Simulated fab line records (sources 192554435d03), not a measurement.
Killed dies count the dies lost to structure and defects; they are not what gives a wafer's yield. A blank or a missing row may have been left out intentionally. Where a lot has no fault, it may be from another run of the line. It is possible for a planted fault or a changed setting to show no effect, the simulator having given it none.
Matching of chambers || flow n5_finfet || N5_SD_EPI_P_SD_RECESS_17 on rie_si-02: 4 sister chambers
The step chemistry HBr/Cl2/O2, target depth 39.1 nm, bt time 3 s. 14 wafers are shown with their chamber, then 7 later ones without.

== WAFERS WITH THEIR CHAMBER ==
{"wafer": "L724.2", "chamber": 0, "throttle_valve_pct (%)": 36.92, "drypump_motor_current_A (A)": 6.1, "oes_o_777_au (a.u.)": 0.969}
{"wafer": "L724.3", "chamber": 2, "throttle_valve_pct (%)": 36.68, "drypump_motor_current_A (A)": 5.5, "oes_o_777_au (a.u.)": 0.989}
{"wafer": "L724.5", "chamber": 0, "throttle_valve_pct (%)": 36.92, "drypump_motor_current_A (A)": 6.1, "oes_o_777_au (a.u.)": 0.961}
{"wafer": "L725.1", "chamber": 0, "throttle_valve_pct (%)": 36.91, "drypump_motor_current_A (A)": 6.1, "oes_o_777_au (a.u.)": 0.966}
{"wafer": "L725.2", "chamber": 1, "throttle_valve_pct (%)": 37.11, "drypump_motor_current_A (A)": 5.9, "oes_o_777_au (a.u.)": 0.994}
{"wafer": "L725.5", "chamber": 2, "throttle_valve_pct (%)": 36.68, "drypump_motor_current_A (A)": 5.5, "oes_o_777_au (a.u.)": 1.005}
{"wafer": "L726.1", "chamber": 3, "throttle_valve_pct (%)": 37.43, "drypump_motor_current_A (A)": 6.0, "oes_o_777_au (a.u.)": 0.979}
{"wafer": "L726.2", "chamber": 1, "throttle_valve_pct (%)": 37.11, "drypump_motor_current_A (A)": 5.9, "oes_o_777_au (a.u.)": 0.989}
{"wafer": "L726.5", "chamber": 1, "throttle_valve_pct (%)": 37.11, "drypump_motor_current_A (A)": 5.9, "oes_o_777_au (a.u.)": 1.001}
{"wafer": "L730.2", "chamber": 3, "throttle_valve_pct (%)": 37.45, "drypump_motor_current_A (A)": 6.0, "oes_o_777_au (a.u.)": 0.975}
{"wafer": "L730.5", "chamber": 0, "throttle_valve_pct (%)": 36.92, "drypump_motor_current_A (A)": 6.1, "oes_o_777_au (a.u.)": 0.971}
{"wafer": "L730.6", "chamber": 1, "throttle_valve_pct (%)": 37.11, "drypump_motor_current_A (A)": 5.9, "oes_o_777_au (a.u.)": 0.990}
{"wafer": "L736.1", "chamber": 2, "throttle_valve_pct (%)": 36.68, "drypump_motor_current_A (A)": 5.6, "oes_o_777_au (a.u.)": 0.990}
{"wafer": "L736.4", "chamber": 0, "throttle_valve_pct (%)": 36.93, "drypump_motor_current_A (A)": 6.1, "oes_o_777_au (a.u.)": 0.966}

SIGNATURES (means of the wafers above)
{"reading": "throttle_valve_pct", "chamber 0": 36.9200, "chamber 1": 37.1100, "chamber 2": 36.6800, "chamber 3": 37.4400, "scatter within a chamber": 0.00632}
{"reading": "drypump_motor_current_A", "chamber 0": 6.100, "chamber 1": 5.900, "chamber 2": 5.533, "chamber 3": 6.000, "scatter within a chamber": 0.0258}
{"reading": "oes_o_777_au", "chamber 0": 0.96660, "chamber 1": 0.99350, "chamber 2": 0.99467, "chamber 3": 0.97700, "scatter within a chamber": 0.00561}
Rule: for each reading, subtract the chamber's mean from the wafer's reading, divide by that reading's scatter and square the result; add these up over the readings and take the root, which gives the wafer's distance from the chamber. If the next closest chamber is less than 2 further off than the closest, the wafer can't be placed; otherwise it belongs to the closest. How the scatter is found: for the shown wafers, subtract from each reading the mean of its chamber, square and add these, divide the total by (wafers less chambers), then take the root.

== WAFERS WHOSE CHAMBER IS MISSING ==
{"wafer": "L736.5", "throttle_valve_pct (%)": 37.44, "drypump_motor_current_A (A)": 6.0, "oes_o_777_au (a.u.)": 0.976}
{"wafer": "L740.1", "throttle_valve_pct (%)": 37.44, "drypump_motor_current_A (A)": 6.0, "oes_o_777_au (a.u.)": 0.979}
{"wafer": "L740.5", "throttle_valve_pct (%)": 37.44, "drypump_motor_current_A (A)": 6.0, "oes_o_777_au (a.u.)": 0.974}
{"wafer": "L740.6", "throttle_valve_pct (%)": 36.92, "drypump_motor_current_A (A)": 6.1, "oes_o_777_au (a.u.)": 0.960}
{"wafer": "L741.4", "throttle_valve_pct (%)": 37.46, "drypump_motor_current_A (A)": 6.0, "oes_o_777_au (a.u.)": 0.971}
{"wafer": "L741.5", "throttle_valve_pct (%)": 36.68, "drypump_motor_current_A (A)": 5.6, "oes_o_777_au (a.u.)": 0.992}
{"wafer": "L741.6", "throttle_valve_pct (%)": 37.11, "drypump_motor_current_A (A)": 5.9, "oes_o_777_au (a.u.)": 0.992}

== THE CHAMBER EACH PASSED THROUGH ==
{"wafer": "L736.5", "from the rows above": 3, "in truth": 3}
{"wafer": "L740.1", "from the rows above": 3, "in truth": 3}
{"wafer": "L740.5", "from the rows above": 3, "in truth": 3}
{"wafer": "L740.6", "from the rows above": 0, "in truth": 0}
{"wafer": "L741.4", "from the rows above": 3, "in truth": 3}
{"wafer": "L741.5", "from the rows above": 2, "in truth": 2}
{"wafer": "L741.6", "from the rows above": 1, "in truth": 1}
7 of 7 placed correctly. From these rows, 0 cannot be placed. Number placed wrongly: 0.
